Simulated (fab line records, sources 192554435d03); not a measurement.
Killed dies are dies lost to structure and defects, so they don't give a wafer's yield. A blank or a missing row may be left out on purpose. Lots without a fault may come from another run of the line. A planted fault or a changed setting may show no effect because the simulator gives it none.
Which tool did it? | flow n5_finfet | 12 lots, 36 wafers sampled, at 4 steps of a route of 1938

WHAT THE GAUGES READ, wafer by wafer
N5_BEOL_M10_THK_MEAS_53: measures by xrf.
lot  | measured     | on            | M10_THK (nm)
L075 | day 10 20:52 | film_metro-01 | 141 142 139
L076 | day 11 21:23 | film_metro-02 | 144 142 141
L081 | day 11 23:08 | film_metro-02 | 142 144 143
L082 | day 12 19:02 | film_metro-01 | 140 140 145
L083 | day 13 03:48 | film_metro-02 | 138 142 137
L085 | day 13 22:26 | film_metro-02 | 147 140 141
L088 | day 14 12:13 | film_metro-02 | 136 147 143
L090 | day 15 08:07 | film_metro-02 | 143 138 138
L091 | day 15 16:57 | film_metro-01 | 143 143 133
L093 | day 16 06:56 | film_metro-01 | 143 143 134
L094 | day 16 09:26 | film_metro-01 | 142 143 132
L096 | day 16 17:28 | film_metro-01 | 138 140 139

WHICH TOOL RAN EACH LOT (tool, then ch and the chambers of the sampled wafers, then the start)
lot  | N5_BEOL_M10_PECVD_70            | N5_BEOL_M10_CURE_72           | N5_BEOL_M10_SPUTTER_48
L075 | pecvd-02 ch 0,1,2, day 10 10:47 | uv_cure-02 ch 1, day 10 16:41 | pvd_sputter-01, day 10 19:56
L076 | pecvd-02 ch 0,2, day 11 11:30   | uv_cure-03 ch 0, day 11 19:20 | pvd_sputter-02, day 11 20:34
L081 | pecvd-03 ch 1,2, day 11 14:33   | uv_cure-03 ch 1, day 11 19:48 | pvd_sputter-01, day 11 22:04
L082 | pecvd-03 ch 0,1,2, day 12 13:09 | uv_cure-03 ch 0, day 12 16:37 | pvd_sputter-01, day 12 18:13
L083 | pecvd-01 ch 0,1,2, day 12 21:54 | uv_cure-01 ch 0, day 13 01:54 | pvd_sputter-03, day 13 02:56
L085 | pecvd-03 ch 0,2, day 13 16:56   | uv_cure-03 ch 2, day 13 19:40 | pvd_sputter-02, day 13 21:21
L088 | pecvd-03 ch 0,1,2, day 14 03:47 | uv_cure-02 ch 2, day 14 09:04 | pvd_sputter-03, day 14 09:59
L090 | pecvd-03 ch 0,1,2, day 15 00:16 | uv_cure-01 ch 0, day 15 05:09 | pvd_sputter-02, day 15 07:18
L091 | pecvd-03 ch 0,1, day 15 10:09   | uv_cure-02 ch 0, day 15 13:54 | pvd_sputter-02, day 15 16:08
L093 | pecvd-03 ch 0,1,2, day 16 00:55 | uv_cure-01 ch 0, day 16 05:02 | pvd_sputter-02, day 16 06:07
L094 | pecvd-02 ch 0,1, day 16 01:59   | uv_cure-01 ch 0, day 16 06:17 | pvd_sputter-02, day 16 07:31
L096 | pecvd-02 ch 0,1,2, day 16 09:09 | uv_cure-01 ch 1, day 16 15:34 | pvd_sputter-03, day 16 16:38
- N5_BEOL_M10_PECVD_70: deposits SiO2 from TEOS/O2, target thk 20 nm, time 22.7 s.
- N5_BEOL_M10_CURE_72: cures SiCOH lowk, time 120 s.
- N5_BEOL_M10_SPUTTER_48: material Cu, target thk 12 nm, time 2 s.

THE ANSWER, worked out from the rows above alone
Rule: what is usual is taken from the lots themselves. Put in order of their means at a reading, lots are off if they are a third of the lots or fewer, leave a main group of 4 or more, and stand apart from it by a gap of 3 or more times the standard deviation of the main group's means; of several such gaps the widest counts. A main group whose means are all the same, to the digits that the tables above print for the reading, isn't used. A lot without any number at a reading at which 4 lots or more have one is off too. The other lots that the step has rows for count as sound.
No lot is off at any reading shown: from this, nothing can be told.

WHAT THE SIMULATOR HAD PUT IN
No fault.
